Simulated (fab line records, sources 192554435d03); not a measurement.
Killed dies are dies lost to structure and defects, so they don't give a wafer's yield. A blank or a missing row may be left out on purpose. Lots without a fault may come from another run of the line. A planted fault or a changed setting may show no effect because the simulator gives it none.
A struck lot beside a sound one | flow n5_finfet | 14 steps out of a route of 1938
Sound: wafers L520.1, L520.5, L520.6. Struck: wafers L513.2, L513.4, L513.6. The cause comes at the end.
At each step with rows: each side's tool, then ch and its chambers, then its first start. Under that, the readings that differ: sound wafers | struck wafers | difference of the means | sigmas: that difference in standard deviations of wafers without a fault.
alike: readings whose means differ by less than 2 such deviations, and words and numbers that are the same on both sides. not compared: withheld readings, readings that some wafer has no value for, bounds like >300 that may hide the same value, and numbers for which the record gives no deviation and whose values overlap.
The two part at a step that has a row with sigmas, a row that says differs or no value, or rows on one side only. Numbers that don't overlap but have no deviation are shown without sigmas and don't part them. A reading that every wafer of one side lacks parts them only if that side has two wafers or more.

N5_BEOL_M13_ETCH_59: etches BARC in N2/H2, target depth 89 nm, overetch 26.7 nm, time 67.9 s.
  sound on rie_diel-06 ch 0,1,3, day 15 06:44; struck on rie_diel-05 ch 2,3, day 13 11:44
  alike: drypump_motor_current_A, oes_product_au, rf_vpp_V, showerhead_plenum_p_Torr, throttle_valve_pct
  not compared: rf_hours_counter_h
N5_BEOL_M13_VIA_ETCH_16: etches SiOC in C4F8/O2/Ar, target depth 921.7 nm.
  sound on rie_diel-06 ch 0,1,3, day 15 06:47; struck on rie_diel-05 ch 2,3, day 13 11:47
  reading            | sound             | struck            | difference | sigmas
  mfc_ar_sccm (sccm) | 398.8 397.8 401.2 | 400.8 403.0 402.2 | +2.7       | +2
  alike: C4F8_flow_sccm, drypump_motor_current_A, he_outer_torr, oes_product_au, rf_vpp_V, showerhead_plenum_p_Torr, throttle_valve_pct
N5_BEOL_M13_STRIP_63: strips in N2/H2.
  sound on plasma_asher-01 ch 0,1, day 15 07:01; struck on plasma_asher-02 ch 0,1, day 13 12:02
  alike: drypump_motor_current_A, heater_power_w, oes_product_au, strip_time_to_endpoint_s
  not compared: rf_hours_counter_h
N5_BEOL_M13_STRIP_64: strips in N2/H2.
  sound on plasma_asher-01 ch 0,1, day 15 07:05; struck on plasma_asher-02 ch 0,1, day 13 12:05
  alike: drypump_motor_current_A, heater_power_w, oes_product_au, strip_time_to_endpoint_s
  not compared: rf_hours_counter_h
then, 2 steps without rows for these wafers: N5_BEOL_M13_STRIP_71 (strips in post etch residue remover, time 60 s); N5_BEOL_M13_SRD_72 (time 30 s, dry time 30 s).
N5_BEOL_M13_CD_MEAS_17: target cd 190 nm.
  sound on cd_sem-03, day 15 07:14; struck on cd_sem-02, day 13 12:14
  reading    | sound             | struck            | difference | sigmas
  cd_nm (nm) | 191.8 193.7 190.9 | 188.9 190.5 189.2 | -2.6       | -2
then, 5 steps without rows for these wafers: N5_BEOL_M13_COAT_65 (time 60 s, resist thk 350 nm); N5_BEOL_M13_COAT_66 (time 60 s, resist thk 110 nm); N5_BEOL_M13_COAT_22 (resist thk 300 nm); N5_BEOL_M13_EBR_24; N5_BEOL_M13_SOFTBAKE_23 (time 60 s).
N5_BEOL_M13_EXPOSE_25: exposes mask M13, target cd 210 nm.
  sound on krf_scanner-02 ch 0, day 15 07:31; struck on krf_scanner-02, day 13 12:31
  no value came back on the struck wafers for exposure_dose_mJ_cm2, focus_offset_nm (nm); on the sound wafers exposure_dose_mJ_cm2 reads 21.974 21.966 21.980
  alike: mask
then, 1 step without rows for these wafers: N5_BEOL_M13_PEB_26 (peb time 90 s).

WHERE THEY PART
First at N5_BEOL_M13_VIA_ETCH_16; last, within this record, at N5_BEOL_M13_EXPOSE_25.

WHY: what the simulator had put in
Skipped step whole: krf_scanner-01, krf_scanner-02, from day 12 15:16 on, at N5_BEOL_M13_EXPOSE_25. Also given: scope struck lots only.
